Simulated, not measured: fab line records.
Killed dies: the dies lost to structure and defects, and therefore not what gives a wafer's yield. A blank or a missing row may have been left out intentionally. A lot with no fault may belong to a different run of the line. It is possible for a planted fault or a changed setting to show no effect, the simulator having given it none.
Split-lot study || flow n5-finfet || route with 1938 steps; 7 lots, 39 wafers read

THE SPLIT ITSELF
At N5_HKMG_FIN_ETCH_58 (etches SOC in N2/H2, target depth 215.8 nm, time 741 s), the setting source-w was moved away from the recipe's 875 W on 12 of the 39 wafers read, by -17.2% to +16.5%. For the rest of the wafers, this setting stayed at what the recipe calls for.

Reading taken at the split's own step.

THE READING
rf-vpp-V, in V, at N5_HKMG_FIN_ETCH_58 (etches SOC in N2/H2, target depth 215.8 nm, time 741 s). Typical for fault-free wafers on this fab line: 99.0 V, with standard deviation 0.91 V.

{"wafer": "L076.1", "tool, chamber at the split": "rie-diel-04, 3", "source-w as run, W": 875, "against the recipe": "recipe", "rf-vpp-V, V": 99.7, "against lot-mates on the recipe": "-"}
{"wafer": "L076.2", "tool, chamber at the split": "rie-diel-04, 0", "source-w as run, W": 923.4, "against the recipe": "+5.5%", "rf-vpp-V, V": 95.7, "against lot-mates on the recipe": -3.1}
{"wafer": "L076.3", "tool, chamber at the split": "rie-diel-04, 1", "source-w as run, W": 875, "against the recipe": "recipe", "rf-vpp-V, V": 98.0, "against lot-mates on the recipe": "-"}
{"wafer": "L076.4", "tool, chamber at the split": "rie-diel-04, 0", "source-w as run, W": 875, "against the recipe": "recipe", "rf-vpp-V, V": 98.6, "against lot-mates on the recipe": "-"}
{"wafer": "L076.5", "tool, chamber at the split": "rie-diel-04, 1", "source-w as run, W": 923.4, "against the recipe": "+5.5%", "rf-vpp-V, V": 95.9, "against lot-mates on the recipe": -2.9}
{"wafer": "L076.6", "tool, chamber at the split": "rie-diel-04, 3", "source-w as run, W": 923.4, "against the recipe": "+5.5%", "rf-vpp-V, V": 97.8, "against lot-mates on the recipe": -1.0}
{"wafer": "L077.1", "tool, chamber at the split": "rie-diel-04, 1", "source-w as run, W": 875, "against the recipe": "recipe", "rf-vpp-V, V": 97.8, "against lot-mates on the recipe": "-"}
{"wafer": "L077.2", "tool, chamber at the split": "rie-diel-04, 3", "source-w as run, W": 875, "against the recipe": "recipe", "rf-vpp-V, V": 99.5, "against lot-mates on the recipe": "-"}
{"wafer": "L077.3", "tool, chamber at the split": "rie-diel-04, 0", "source-w as run, W": 1019, "against the recipe": "+16.5%", "rf-vpp-V, V": 93.1, "against lot-mates on the recipe": -5.4}
{"wafer": "L077.4", "tool, chamber at the split": "rie-diel-04, 1", "source-w as run, W": 875, "against the recipe": "recipe", "rf-vpp-V, V": 98.3, "against lot-mates on the recipe": "-"}
{"wafer": "L077.5", "tool, chamber at the split": "rie-diel-04, 0", "source-w as run, W": 1019, "against the recipe": "+16.5%", "rf-vpp-V, V": 94.0, "against lot-mates on the recipe": -4.5}
{"wafer": "L077.6", "tool, chamber at the split": "rie-diel-04, 3", "source-w as run, W": 1019, "against the recipe": "+16.5%", "rf-vpp-V, V": 94.0, "against lot-mates on the recipe": -4.5}
{"wafer": "L079.1", "tool, chamber at the split": "rie-diel-03, 0", "source-w as run, W": 804.7, "against the recipe": "-8.0%", "rf-vpp-V, V": 101.9, "against lot-mates on the recipe": "+2.5"}
{"wafer": "L079.2", "tool, chamber at the split": "rie-diel-03, 2", "source-w as run, W": 875, "against the recipe": "recipe", "rf-vpp-V, V": 100.2, "against lot-mates on the recipe": "-"}
{"wafer": "L079.3", "tool, chamber at the split": "rie-diel-03, 3", "source-w as run, W": 875, "against the recipe": "recipe", "rf-vpp-V, V": 99.7, "against lot-mates on the recipe": "-"}
{"wafer": "L079.4", "tool, chamber at the split": "rie-diel-03, 0", "source-w as run, W": 804.7, "against the recipe": "-8.0%", "rf-vpp-V, V": 103.3, "against lot-mates on the recipe": "+3.9"}
{"wafer": "L079.5", "tool, chamber at the split": "rie-diel-03, 2", "source-w as run, W": 804.7, "against the recipe": "-8.0%", "rf-vpp-V, V": 103.6, "against lot-mates on the recipe": "+4.2"}
{"wafer": "L079.6", "tool, chamber at the split": "rie-diel-03, 3", "source-w as run, W": 875, "against the recipe": "recipe", "rf-vpp-V, V": 98.3, "against lot-mates on the recipe": "-"}
{"wafer": "L080.1", "tool, chamber at the split": "rie-diel-05, 0", "source-w as run, W": 875, "against the recipe": "recipe", "rf-vpp-V, V": 99.6, "against lot-mates on the recipe": "-"}
{"wafer": "L080.2", "tool, chamber at the split": "rie-diel-05, 1", "source-w as run, W": 875, "against the recipe": "recipe", "rf-vpp-V, V": 98.7, "against lot-mates on the recipe": "-"}
{"wafer": "L080.3", "tool, chamber at the split": "rie-diel-05, 2", "source-w as run, W": 875, "against the recipe": "recipe", "rf-vpp-V, V": 100.3, "against lot-mates on the recipe": "-"}
{"wafer": "L080.4", "tool, chamber at the split": "rie-diel-05, 3", "source-w as run, W": 875, "against the recipe": "recipe", "rf-vpp-V, V": 98.9, "against lot-mates on the recipe": "-"}
{"wafer": "L080.5", "tool, chamber at the split": "rie-diel-05, 1", "source-w as run, W": 875, "against the recipe": "recipe", "rf-vpp-V, V": 100.5, "against lot-mates on the recipe": "-"}
{"wafer": "L080.6", "tool, chamber at the split": "rie-diel-05, 0", "source-w as run, W": 875, "against the recipe": "recipe", "rf-vpp-V, V": 98.7, "against lot-mates on the recipe": "-"}
{"wafer": "L090.2", "tool, chamber at the split": "rie-diel-04, 0", "source-w as run, W": 875, "against the recipe": "recipe", "rf-vpp-V, V": 100.2, "against lot-mates on the recipe": "-"}
{"wafer": "L090.3", "tool, chamber at the split": "rie-diel-04, 3", "source-w as run, W": 875, "against the recipe": "recipe", "rf-vpp-V, V": 99.5, "against lot-mates on the recipe": "-"}
{"wafer": "L090.5", "tool, chamber at the split": "rie-diel-04, 3", "source-w as run, W": 875, "against the recipe": "recipe", "rf-vpp-V, V": 98.4, "against lot-mates on the recipe": "-"}
{"wafer": "L092.1", "tool, chamber at the split": "rie-diel-05, 0", "source-w as run, W": 875, "against the recipe": "recipe", "rf-vpp-V, V": 99.2, "against lot-mates on the recipe": "-"}
{"wafer": "L092.2", "tool, chamber at the split": "rie-diel-05, 2", "source-w as run, W": 724.2, "against the recipe": "-17.2%", "rf-vpp-V, V": 106.3, "against lot-mates on the recipe": "+7.2"}
{"wafer": "L092.3", "tool, chamber at the split": "rie-diel-05, 1", "source-w as run, W": 875, "against the recipe": "recipe", "rf-vpp-V, V": 99.4, "against lot-mates on the recipe": "-"}
{"wafer": "L092.4", "tool, chamber at the split": "rie-diel-05, 3", "source-w as run, W": 724.2, "against the recipe": "-17.2%", "rf-vpp-V, V": 105.4, "against lot-mates on the recipe": "+6.3"}
{"wafer": "L092.5", "tool, chamber at the split": "rie-diel-05, 1", "source-w as run, W": 724.2, "against the recipe": "-17.2%", "rf-vpp-V, V": 106.7, "against lot-mates on the recipe": "+7.6"}
{"wafer": "L092.6", "tool, chamber at the split": "rie-diel-05, 2", "source-w as run, W": 875, "against the recipe": "recipe", "rf-vpp-V, V": 98.8, "against lot-mates on the recipe": "-"}
{"wafer": "L093.1", "tool, chamber at the split": "rie-diel-04, 3", "source-w as run, W": 875, "against the recipe": "recipe", "rf-vpp-V, V": 99.1, "against lot-mates on the recipe": "-"}
{"wafer": "L093.2", "tool, chamber at the split": "rie-diel-04, 0", "source-w as run, W": 875, "against the recipe": "recipe", "rf-vpp-V, V": 97.5, "against lot-mates on the recipe": "-"}
{"wafer": "L093.3", "tool, chamber at the split": "rie-diel-04, 2", "source-w as run, W": 875, "against the recipe": "recipe", "rf-vpp-V, V": 98.4, "against lot-mates on the recipe": "-"}
{"wafer": "L093.4", "tool, chamber at the split": "rie-diel-04, 1", "source-w as run, W": 875, "against the recipe": "recipe", "rf-vpp-V, V": 97.8, "against lot-mates on the recipe": "-"}
{"wafer": "L093.5", "tool, chamber at the split": "rie-diel-04, 0", "source-w as run, W": 875, "against the recipe": "recipe", "rf-vpp-V, V": 99.1, "against lot-mates on the recipe": "-"}
{"wafer": "L093.6", "tool, chamber at the split": "rie-diel-04, 3", "source-w as run, W": 875, "against the recipe": "recipe", "rf-vpp-V, V": 98.6, "against lot-mates on the recipe": "-"}

THE FIT
A straight line over all 39 wafers: rf-vpp-V changes by -0.385 V for each +1% of source-w; r = -0.95; the points scatter about the line by 0.88 V.
The same after taking each lot's own level away (the mean of its wafers on the recipe; 39 wafers): -0.363 V for each +1%; r = -0.96; scatter 0.8 V.
That fit puts the effect of the largest move of source-w on the reading at 6.3 V.
From 98.42 to 99.45 V: that is the span of the lots' own levels, equal to 1.1 times the standard deviation above.
Consequently the slope shifts little with the lot-to-lot level, the two slopes agreeing.
Check: with one of the wafers moved furthest among these (-17.2%) left out of the fit, the line predicts +6.28 V for it against its lot-mates. It came out at +7.17 V against them.
Tool readings at the split's step, against how far the setting was moved: rf-vpp-V r = -0.95.

FURTHER SPLITS ON THESE WAFERS
Before the reading, these wafers also passed through other splits. Each is held against what the fit with the lots' levels taken away leaves over:
{"other split on the same wafers": "N5_DUMMY_GATE_ETCH_42 bias-w", "wafers away from the commonest value": 15, "r with rf-vpp-V (lot level and that fit taken away)": "+0.10"}

THE FILE'S OWN FIT
rf-vpp-V changes by -0.365 V for each +1% of source-w, r = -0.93.
